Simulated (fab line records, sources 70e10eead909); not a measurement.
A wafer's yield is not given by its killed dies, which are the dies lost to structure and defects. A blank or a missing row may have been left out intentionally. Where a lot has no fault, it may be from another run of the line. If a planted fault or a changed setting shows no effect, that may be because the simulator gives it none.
8D (eight disciplines) problem report, filled in by code + flow nand-harc + the parts of the form that need people (team, actions taken, sign-off) are left out

## 1. PROBLEM STATEMENT
NHARC_A_ONON_D1_THK_MEAS_05, thk-nm: mean 1053 nm over 1 wafer from 1 lot; wafers with no fault: 1000 nm, standard deviation 8.4. Measured from the usual mean, that is +6.3 standard deviations.
The step: measures by ellipsometry.
Earliest sighting: wafer L774.3 on film-metro-01 at day 12 00:21. The record has a number at this step for 39 wafers belonging to 13 lots. By rule, "out" or "out of limits" means more than 4 standard deviations away from the usual mean. The other wafers with a number count as sound.

## 2. WHAT IT IS; WHAT IT IS NOT
| question                    | is                | is not                                                                                                               |
|-----------------------------|-------------------|----------------------------------------------------------------------------------------------------------------------|
| which readings at this step | thk-nm            | -                                                                                                                    |
| which lots                  | L774              | L765, L766, L767, L778, L779, L780, L781, L782, L784, L785, L786, L787                                               |
| which wafers of those lots  | L774.3            | L774.4, L774.6                                                                                                       |
| read on which gauges        | film-metro-01     | film-metro-02                                                                                                        |
| when                        | from day 12 00:21 | up to then (11 sound wafers); but 27 sound wafers of L778, L779, L780, L781, L782, L784, L785, L786, L787 came after |

## 3. SUSPECTS, AND WHAT RULES EACH OUT
Counting: any tool at a process step up to the reading remains a suspect provided it ran every lot that is out. Sound lots after the first of them don't rule it out here, since some wafers of a struck lot are sound.
- the gauge at NHARC_A_ONON_D1_THK_MEAS_05: kept. All the wafers that are out were read on film-metro-01, and no step on other tools shows them out.
- pecvd-onon-01 at NHARC_A_ONON_D1_DEP_03 (target thk 1000 nm): kept. L774, the lot that is out, went through it at day 11 23:57; up to then, the latest sound lot through it was L766 at day 9 02:17.
Remaining after the count are pecvd-onon-01 at NHARC_A_ONON_D1_DEP_03 and film-metro-01 at NHARC_A_ONON_D1_THK_MEAS_05.

## 4. THE CAUSE (what the simulator had put in)
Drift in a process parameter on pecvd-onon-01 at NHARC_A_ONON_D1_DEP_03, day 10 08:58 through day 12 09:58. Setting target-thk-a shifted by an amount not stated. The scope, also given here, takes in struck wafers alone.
Counting left 2 suspects, and this tool is among them.

## 5. SEQUENCE OF EFFECTS, ordered by route
Each row: a reading where the mean over the struck wafers with a number is more than 3 standard deviations away from the usual. Scope: only readings with a usual standard deviation given in the record; hours: median across lots of the time from each lot's start at the first step in this table that gives one to its start at this step; sigmas: change in usual standard deviations.
| hours | step                        | reading | usual   | on struck wafers | change | sigmas |
|-------|-----------------------------|---------|---------|------------------|--------|--------|
| 0     | NHARC_A_ONON_D1_THK_MEAS_05 | thk-nm  | 1000 nm | 1053             | +53    | +6.3   |
At these later measuring or inspecting steps, every struck wafer for which the step has a row has a number for every such reading, and none has moved that far: NHARC_A_ONON_D1_THK_MEAS_27.

## 6. WHAT WOULD HAVE CAUGHT IT SOONER
The first out-of-limits reading at a measuring or inspecting step in this record came at day 12 00:21, 39 hours after the fault's start at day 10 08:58.
No tool reading at NHARC_A_ONON_D1_DEP_03 that has a usual standard deviation in the record was out on any struck wafer, so an alarm limit of 4 standard deviations on those readings would not have fired.
Lots out: 1; all had begun NHARC_A_ONON_D1_DEP_03 on pecvd-onon-01 by day 12 00:21. Had the tool been put on hold then, not one of them would have been saved.
